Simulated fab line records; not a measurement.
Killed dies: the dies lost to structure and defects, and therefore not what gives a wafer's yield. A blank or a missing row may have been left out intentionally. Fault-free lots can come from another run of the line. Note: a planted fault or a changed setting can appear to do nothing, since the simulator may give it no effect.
The tool behind it: which one? -- flow nand_harc -- 39 wafers from 13 lots sampled at 4 of the route's 1302 steps

== WHAT EACH GAUGE READ, for each wafer ==
Not one reading of a measure or inspect step in the record can be checked against a usual standard deviation.

== EACH LOT AND THE TOOL THAT RAN IT (in order: tool; ch and the chambers of the sampled wafers; start) ==
lot,NHARC_A_STAIRCASE_ETCH_190,NHARC_A_STAIRCASE_ETCH_192,NHARC_A_STAIRCASE_ETCH_194,NHARC_A_STAIRCASE_EXPOSE_214
L505,"rie_diel-02 ch 0,3, day 16 07:41 or earlier","rie_diel-02 ch 1,2,3, day 16 07:41 or earlier","rie_diel-02 ch 0,2, day 16 07:41 or earlier","krf_scanner-01 ch 0, day 16 07:41"
L506,"rie_diel-01 ch 0,3, day 16 11:37 or earlier","rie_diel-01 ch 0,2,3, day 16 11:37 or earlier","rie_diel-01 ch 2,3, day 16 11:37 or earlier","krf_scanner-01 ch 0, day 16 11:37"
L507,"rie_diel-02 ch 0,3, day 17 04:28 or earlier","rie_diel-02 ch 1,3, day 17 04:28 or earlier","rie_diel-02 ch 0,1, day 17 04:28 or earlier","krf_scanner-03 ch 0, day 17 04:28"
L508,"rie_diel-10 ch 0,1,2, day 17 15:04 or earlier","rie_diel-10 ch 0,2,3, day 17 15:04 or earlier","rie_diel-10 ch 1,2,3, day 17 15:04 or earlier","krf_scanner-04 ch 0, day 17 15:04"
L510,"rie_diel-10 ch 0,1,3, day 18 10:48 or earlier","rie_diel-10 ch 0,1,2, day 18 10:48 or earlier","rie_diel-10 ch 0,2,3, day 18 10:48 or earlier","krf_scanner-01 ch 0, day 18 10:48"
L512,"rie_diel-02 ch 0,1,3, day 19 00:53 or earlier","rie_diel-02 ch 0,1, day 19 00:53 or earlier","rie_diel-02 ch 0,2,3, day 19 00:53 or earlier","krf_scanner-04 ch 0, day 19 00:53"
L514,"rie_diel-10 ch 0,1,2, day 19 14:32 or earlier","rie_diel-10 ch 1,2, day 19 14:32 or earlier","rie_diel-10 ch 0,1,3, day 19 14:32 or earlier","krf_scanner-04 ch 0, day 19 14:32"
L513,"rie_diel-10 ch 1,2, day 19 18:54 or earlier","rie_diel-10 ch 0,1,3, day 19 18:54 or earlier","rie_diel-10 ch 0,2,3, day 19 18:54 or earlier","krf_scanner-01 ch 0, day 19 18:54"
L521,"rie_diel-10 ch 2,3, day 23 01:49 or earlier","rie_diel-10 ch 0,1,3, day 23 01:49 or earlier","rie_diel-10 ch 2,3, day 23 01:49 or earlier","krf_scanner-01 ch 0, day 23 01:49"
L523,"rie_diel-10 ch 2,3, day 23 16:20 or earlier","rie_diel-10 ch 0,3, day 23 16:20 or earlier","rie_diel-10 ch 0,1,2, day 23 16:20 or earlier","krf_scanner-01 ch 0, day 23 16:20"
L526,"rie_diel-10 ch 0,1,2, day 24 20:50 or earlier","rie_diel-10 ch 0,1,3, day 24 20:50 or earlier","rie_diel-10 ch 0,2,3, day 24 20:50 or earlier","krf_scanner-03 ch 0, day 24 20:50"
L525,"rie_diel-10 ch 0,3, day 24 21:16 or earlier","rie_diel-10 ch 0,1, day 24 21:16 or earlier","rie_diel-10 ch 0,1,3, day 24 21:16 or earlier","krf_scanner-04 ch 0, day 24 21:16"
L527,"rie_diel-01 ch 0,1, day 25 07:52 or earlier","rie_diel-01 ch 0,1,3, day 25 07:52 or earlier","rie_diel-01 ch 0,2, day 25 07:52 or earlier","krf_scanner-04 ch 0, day 25 07:52"
- NHARC_A_STAIRCASE_ETCH_190: etches the open film in C4F8/O2, target depth 100 nm, time 40.5 s.
- NHARC_A_STAIRCASE_ETCH_192: etches the open film in C4F8/O2, target depth 100 nm, time 40.5 s.
- NHARC_A_STAIRCASE_ETCH_194: etches the open film in C4F8/O2, target depth 100 nm, time 40.5 s.
- NHARC_A_STAIRCASE_EXPOSE_214: exposes mask STAIR 3.

== AS READ BY THE TOOLS THEMSELVES (means over the sampled wafers that have a number; for cases with no such wafer, the mark the record gives instead) ==
NHARC_A_STAIRCASE_ETCH_190.
lot,tool,oes_product_au (a.u.),rf_vpp_V (V)
L505,rie_diel-02,0.949,897
L506,rie_diel-01,0.951,901
L507,rie_diel-02,0.937,897
L508,rie_diel-10,0.943,896
L510,rie_diel-10,0.967,899
L512,rie_diel-02,0.952,898
L514,rie_diel-10,0.951,902
L513,rie_diel-10,0.973,900
L521,rie_diel-10,0.955,903
L523,rie_diel-10,0.951,901
L526,rie_diel-10,0.965,902
L525,rie_diel-10,0.943,902
L527,rie_diel-01,0.946,893

NHARC_A_STAIRCASE_ETCH_192.
lot,tool,oes_product_au (a.u.),rf_vpp_V (V)
L505,rie_diel-02,0.948,897
L506,rie_diel-01,0.943,902
L507,rie_diel-02,0.933,899
L508,rie_diel-10,0.942,897
L510,rie_diel-10,0.952,896
L512,rie_diel-02,0.954,895
L514,rie_diel-10,0.963,903
L513,rie_diel-10,0.942,900
L521,rie_diel-10,0.957,900
L523,rie_diel-10,0.941,901
L526,rie_diel-10,0.952,899
L525,rie_diel-10,0.948,898
L527,rie_diel-01,0.949,897

NHARC_A_STAIRCASE_ETCH_194.
lot,tool,oes_product_au (a.u.),rf_vpp_V (V)
L505,rie_diel-02,0.949,890
L506,rie_diel-01,0.944,904
L507,rie_diel-02,0.930,894
L508,rie_diel-10,0.938,894
L510,rie_diel-10,0.942,897
L512,rie_diel-02,0.948,895
L514,rie_diel-10,0.932,901
L513,rie_diel-10,0.951,904
L521,rie_diel-10,0.945,902
L523,rie_diel-10,0.967,902
L526,rie_diel-10,0.935,903
L525,rie_diel-10,0.953,900
L527,rie_diel-01,0.937,900

NHARC_A_STAIRCASE_EXPOSE_214.
lot,tool,exposure_dose_mJ_cm2
L505,krf_scanner-01,31.278
L506,krf_scanner-01,31.279
L507,krf_scanner-03,31.270
L508,krf_scanner-04,31.269
L510,krf_scanner-01,31.229
L512,krf_scanner-04,31.288
L514,krf_scanner-04,31.284
L513,krf_scanner-01,31.248
L521,krf_scanner-01,37.365
L523,krf_scanner-01,37.360
L526,krf_scanner-03,31.258
L525,krf_scanner-04,31.282
L527,krf_scanner-04,31.257

== THE ANSWER, worked out from the rows above alone ==
Rule: usual is defined by the lots themselves. Put in order of their means at a reading, lots are off if they are a third of the lots or fewer, leave a main group of 4 or more, and stand apart from it by a gap of 3 or more times the standard deviation of the main group's means; of several such gaps the widest counts. If all means in a main group match to the digits the tables above print for the reading, that group is not used. A lot without any number at a reading at which 4 lots or more have one is off too. All remaining lots with rows at the step are treated as sound. First the gauges in route order, then the tools' own readings, where a lot's mean is used as printed above. The first step at which some lot is off is used, and at that step the reading that is off furthest; a lot without a number counts as furthest.
Off: L521, L523 (NHARC_A_STAIRCASE_EXPOSE_214, exposure_dose_mJ_cm2). The main group has a mean of 31.267 with a standard deviation of 0.017.
If a tool, at that step or one of the process steps before it, ran each lot that is off and ran no sound lot following the first of them, it fits. NHARC_A_STAIRCASE_ETCH_190 gives no start for some lots, so the hours and the order of its lots are those of NHARC_A_STAIRCASE_EXPOSE_214. NHARC_A_STAIRCASE_ETCH_192 gives no start for some lots, so the hours and the order of its lots are those of NHARC_A_STAIRCASE_EXPOSE_214. NHARC_A_STAIRCASE_ETCH_194 gives no start for some lots, so the hours and the order of its lots are those of NHARC_A_STAIRCASE_EXPOSE_214. One candidate fits, namely krf_scanner-01 at NHARC_A_STAIRCASE_EXPOSE_214. A fault onset in the window from L513 (day 19 18:54, its last sound lot) to L521 (day 23 01:49, its first lot off) fits.
The tool's own readings at NHARC_A_STAIRCASE_EXPOSE_214 bear it out: on the lots that are off they differ by more than 5 times the standard deviation of the sound lots' means. exposure_dose_mJ_cm2 reads 37.362 there against 31.267 on the sound lots.

== WHAT HAD BEEN PUT IN BY THE SIMULATOR ==
Drift in process parameters on krf_scanner-01 at NHARC_A_STAIRCASE_EXPOSE_214, starting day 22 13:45. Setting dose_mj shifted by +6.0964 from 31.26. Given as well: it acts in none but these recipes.
Struck lots among those shown: L521, L523. The rule above found the same.
